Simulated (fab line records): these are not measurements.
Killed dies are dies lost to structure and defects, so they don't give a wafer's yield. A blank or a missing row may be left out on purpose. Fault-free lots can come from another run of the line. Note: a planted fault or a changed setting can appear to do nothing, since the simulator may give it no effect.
Chamber matching / flow nand-harc / NHARC_A_CONTACT_ETCH_91 on rie-diel-01: 4 sister chambers
The step etches the open film in CH3F/O2, target depth 40 nm, time 85.7 s. 8 wafers are shown with their chamber, then 12 later ones without.

## WAFERS, EACH WITH ITS CHAMBER
wafer=L086.1; chamber=1; showerhead-plenum-p-Torr (Torr)=2.56; drypump-motor-current-A (A)=5.89
wafer=L086.2; chamber=0; showerhead-plenum-p-Torr (Torr)=2.50; drypump-motor-current-A (A)=6.16
wafer=L087.1; chamber=2; showerhead-plenum-p-Torr (Torr)=2.56; drypump-motor-current-A (A)=5.69
wafer=L087.2; chamber=0; showerhead-plenum-p-Torr (Torr)=2.50; drypump-motor-current-A (A)=6.17
wafer=L087.4; chamber=3; showerhead-plenum-p-Torr (Torr)=2.27; drypump-motor-current-A (A)=5.65
wafer=L091.1; chamber=1; showerhead-plenum-p-Torr (Torr)=2.55; drypump-motor-current-A (A)=5.90
wafer=L091.2; chamber=2; showerhead-plenum-p-Torr (Torr)=2.56; drypump-motor-current-A (A)=5.74
wafer=L091.3; chamber=3; showerhead-plenum-p-Torr (Torr)=2.27; drypump-motor-current-A (A)=5.68

## WAFERS MISSING THEIR CHAMBER
wafer=L094.1; showerhead-plenum-p-Torr (Torr)=2.66; drypump-motor-current-A (A)=5.67
wafer=L094.2; showerhead-plenum-p-Torr (Torr)=2.56; drypump-motor-current-A (A)=5.74
wafer=L094.3; showerhead-plenum-p-Torr (Torr)=2.49; drypump-motor-current-A (A)=6.16
wafer=L094.4; showerhead-plenum-p-Torr (Torr)=2.55; drypump-motor-current-A (A)=5.82
wafer=L094.5; showerhead-plenum-p-Torr (Torr)=2.56; drypump-motor-current-A (A)=5.70
wafer=L094.6; showerhead-plenum-p-Torr (Torr)=2.55; drypump-motor-current-A (A)=5.84
wafer=L093.2; showerhead-plenum-p-Torr (Torr)=2.49; drypump-motor-current-A (A)=6.20
wafer=L093.4; showerhead-plenum-p-Torr (Torr)=2.66; drypump-motor-current-A (A)=5.66
wafer=L093.6; showerhead-plenum-p-Torr (Torr)=2.55; drypump-motor-current-A (A)=5.88
wafer=L097.1; showerhead-plenum-p-Torr (Torr)=2.49; drypump-motor-current-A (A)=6.19
wafer=L097.4; showerhead-plenum-p-Torr (Torr)=2.56; drypump-motor-current-A (A)=5.69
wafer=L097.5; showerhead-plenum-p-Torr (Torr)=2.56; drypump-motor-current-A (A)=5.69

## EACH ONE'S CHAMBER
wafer=L094.1; from the rows above=2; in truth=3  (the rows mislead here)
wafer=L094.2; from the rows above=2; in truth=2
wafer=L094.3; from the rows above=0; in truth=0
wafer=L094.4; from the rows above=can't be placed: 1 or 2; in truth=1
wafer=L094.5; from the rows above=2; in truth=2
wafer=L094.6; from the rows above=1; in truth=1
wafer=L093.2; from the rows above=0; in truth=0
wafer=L093.4; from the rows above=2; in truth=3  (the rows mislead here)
wafer=L093.6; from the rows above=1; in truth=1
wafer=L097.1; from the rows above=0; in truth=0
wafer=L097.4; from the rows above=2; in truth=2
wafer=L097.5; from the rows above=2; in truth=2
9 of 12 placed correctly. Not placeable from these rows: 1 (in 1, the candidates include the true chamber). Number placed wrongly: 2.
How it was worked out, from the rows above alone: a wafer's distance from a chamber is the root of the sum, over the readings, of the square of ((its reading less the chamber's mean) divided by the reading's scatter). If the next closest chamber is less than 2 further off than the closest, the wafer can't be placed; otherwise it belongs to the closest. The mean given for a chamber averages the wafers shown for that chamber. The scatter: take each reading less its chamber's mean, square it, sum over the shown wafers, divide by the number of wafers less the number of chambers, and take the root.
